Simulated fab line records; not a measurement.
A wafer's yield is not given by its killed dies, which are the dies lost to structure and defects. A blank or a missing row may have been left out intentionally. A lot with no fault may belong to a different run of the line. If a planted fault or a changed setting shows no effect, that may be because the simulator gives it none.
Chamber matching    flow n5-finfet    N5_HKMG_FIN_ETCH_31 on rie-diel-02 has 4 sister chambers
The step etches SiARC in CF4, target depth 45.5 nm, time 75.8 s. 8 wafers are shown with their chamber, then 10 later ones without.

== EACH WAFER AND ITS CHAMBER ==
wafer   chamber  showerhead-plenum-p-Torr (Torr)  drypump-motor-current-A (A)
L079.3  3        2.22                             5.2
L080.4  2        2.10                             5.7
L088.5  0        2.22                             5.9
L090.1  2        2.09                             5.6
L090.2  1        2.10                             5.8
L090.3  3        2.21                             5.2
L090.4  0        2.21                             5.8
L090.5  1        2.10                             5.8

== WAFERS WITH NO CHAMBER GIVEN ==
wafer   showerhead-plenum-p-Torr (Torr)  drypump-motor-current-A (A)
L090.6  2.21                             5.9
L091.1  2.10                             5.8
L091.2  2.09                             5.7
L091.4  2.21                             5.2
L092.1  2.10                             5.8
L092.2  2.21                             5.9
L092.6  2.21                             5.2
L095.1  2.09                             5.6
L095.2  2.10                             5.8
L095.5  2.21                             5.8

== CHAMBER TAKEN BY EACH ==
wafer   from the rows above      in truth
L090.6  0                        0
L091.1  1                        1
L091.2  can't be placed: 2 or 1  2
L091.4  3                        3
L092.1  1                        1
L092.2  0                        0
L092.6  3                        3
L095.1  2                        2
L095.2  1                        1
L095.5  0                        0
Correct placement for 9 of the 10. Cannot be placed on the basis of these rows: 1; the candidates contain the true chamber in 1. Wrongly placed: 0.
How it was worked out, from the rows above alone: a wafer's distance from a chamber is the root of the sum, over the readings, of the square of ((its reading less the chamber's mean) divided by the reading's scatter). The wafer belongs to the nearest chamber; if the next one is less than 2 further off, it can't be placed. For every chamber, the mean is computed from those of its wafers that are shown. The scatter is the square root of a quotient: the sum, over the shown wafers, of each reading's squared deviation from its chamber's mean, divided by wafers minus chambers.
